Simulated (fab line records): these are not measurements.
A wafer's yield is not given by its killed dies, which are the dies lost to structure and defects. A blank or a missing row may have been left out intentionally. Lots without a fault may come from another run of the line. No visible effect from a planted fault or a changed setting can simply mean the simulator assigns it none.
Lot-split experiment    flow n5_finfet    21 wafers read from 7 lots, route of 1938 steps

## THE SPLIT
At N5_GATE_CUT_COAT_27 (time 60 s, resist thk 10 nm), the setting spin_rpm was moved away from the recipe's 1500 rpm on 6 of the 21 wafers read, by -9.8% to +8.1%. This setting was run at the recipe's value on the other wafers.

## FROM THE SPLIT TO THE READING: what the file shows between them, 4 steps
- N5_GATE_CUT_COAT_07: resist thk 30 nm (also split here: spin_rpm)
- N5_GATE_CUT_EBR_09
- N5_GATE_CUT_SOFTBAKE_08: time 60 s
- N5_GATE_CUT_DESCUM_18: chemistry O2, time 7 s

## THE READING
etch.depth_nm (the simulator's own value, which no gauge read), in nm, at N5_GATE_CUT_ETCH_28 (etches underlayer in N2/H2, target depth 13 nm, time 10.4 s). The file does not state a usual value for it. Here, 15 wafers ran the recipe; their average is 10.031 nm with a standard deviation of 0.024 nm.

wafer   tool, chamber at the split  spin_rpm as run, rpm  against the recipe  etch.depth_nm, nm  against lot-mates on the recipe
L078.1  litho_track-03, 0           1500                  recipe              10.05              -
L078.4  litho_track-03, 0           1500                  recipe              10.06              -
L078.5  litho_track-03, 0           1500                  recipe              10.04              -
L079.1  litho_track-03, 0           1500                  recipe              10.04              -
L079.4  litho_track-03, 0           1500                  recipe              10.07              -
L079.6  litho_track-03, 0           1353                  -9.8%               10.55              +0.495
L082.2  litho_track-03, 0           1500                  recipe              10.04              -
L082.5  litho_track-03, 0           1387                  -7.5%               10.39              +0.365
L082.6  litho_track-03, 0           1500                  recipe              10.01              -
L084.3  litho_track-03, 0           1500                  recipe              9.979              -
L084.4  litho_track-03, 0           1621                  +8.1%               9.609              -0.370
L084.5  litho_track-03, 0           1621                  +8.1%               9.632              -0.347
L088.3  litho_track-03, 0           1603                  +6.9%               9.691              -0.339
L088.5  litho_track-03, 0           1603                  +6.9%               9.677              -0.353
L088.6  litho_track-03, 0           1500                  recipe              10.03              -
L089.2  litho_track-04, 0           1500                  recipe              10                 -
L089.5  litho_track-04, 0           1500                  recipe              10                 -
L089.6  litho_track-04, 0           1500                  recipe              10.02              -
L090.1  litho_track-03, 0           1500                  recipe              10.06              -
L090.3  litho_track-03, 0           1500                  recipe              10.03              -
L090.4  litho_track-03, 0           1500                  recipe              10.03              -

FIT RESULTS
A straight line over all 21 wafers: etch.depth_nm changes by -0.0508 nm for each +1% of spin_rpm; r = -0.99; the points scatter about the line by 0.023 nm.
The same after taking each lot's own level away (the mean of its wafers on the recipe; 21 wafers): -0.0482 nm for each +1%; r = -1.00; scatter 0.016 nm.
The reading moves by 0.47 nm for the largest change in spin_rpm, on that fit.
Across the lots, their own levels run from 9.9790 to 10.0550 nm, a range of 3.1 times the standard deviation given above.
So the lot-to-lot level changes the slope little: the two slopes agree.
Check: with one of the wafers moved furthest among these (-9.8%) left out of the fit, the line predicts +0.464 nm for it against its lot-mates. It came out at +0.495 nm against them.

## ADDITIONAL SPLITS CARRIED BY THESE WAFERS
Other splits were also applied to these wafers ahead of the reading. Each is held against what the fit with the lots' levels taken away leaves over:
other split on the same wafers         wafers away from the commonest value  r with etch.depth_nm (lot level and that fit taken away)
N5_SD_EPI_P_DEVELOP_08 develop_time_s  7                                     +0.19
N5_HKMG_FIN_HK_ALD_01 ald_cycles       7                                     +0.12
N5_HKMG_FIN_COAT_41 spin_rpm           8                                     -0.24
N5_GATE_CUT_COAT_07 spin_rpm           5                                     -0.22

## THE WHOLE CHAIN: every reading that the file lists as answering this split, in the file's order
step                 what it does                                                 reading                                                                                 change (the file's fit)                                                                   r (the file's)
N5_GATE_CUT_COAT_27  time 60 s, resist thk 10 nm                                  underlayer_of_GATE_CUT_COAT_27.thk_nm (the simulator's own value, which no gauge read)  -0.0561 nm for each +1% of the setting                                                    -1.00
N5_GATE_CUT_ETCH_28  etches underlayer in N2/H2, target depth 13 nm, time 10.4 s  etch.depth_nm (the simulator's own value, which no gauge read)                          -0.0485 nm for each +1% of the setting                                                    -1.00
N5_GATE_CUT_ETCH_28  etches underlayer in N2/H2, target depth 13 nm, time 10.4 s  CAR-EUV_of_GATE_CUT_COAT_07.thk_nm (the simulator's own value, which no gauge read)     +0.0628 nm for each +1% of the setting, in a fit together with spin_rpm@GATE_CUT_COAT_07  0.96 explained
N5_GATE_CUT_ETCH_36  etches SiARC in CF4, target depth 13 nm, time 21.7 s         CAR-EUV_of_GATE_CUT_COAT_07.thk_nm (the simulator's own value, which no gauge read)     +0.059 nm for each +1% of the setting, in a fit together with spin_rpm@GATE_CUT_COAT_07   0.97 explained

## THE FILE'S OWN FIT
etch.depth_nm changes by -0.0485 nm for each +1% of spin_rpm, r = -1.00.
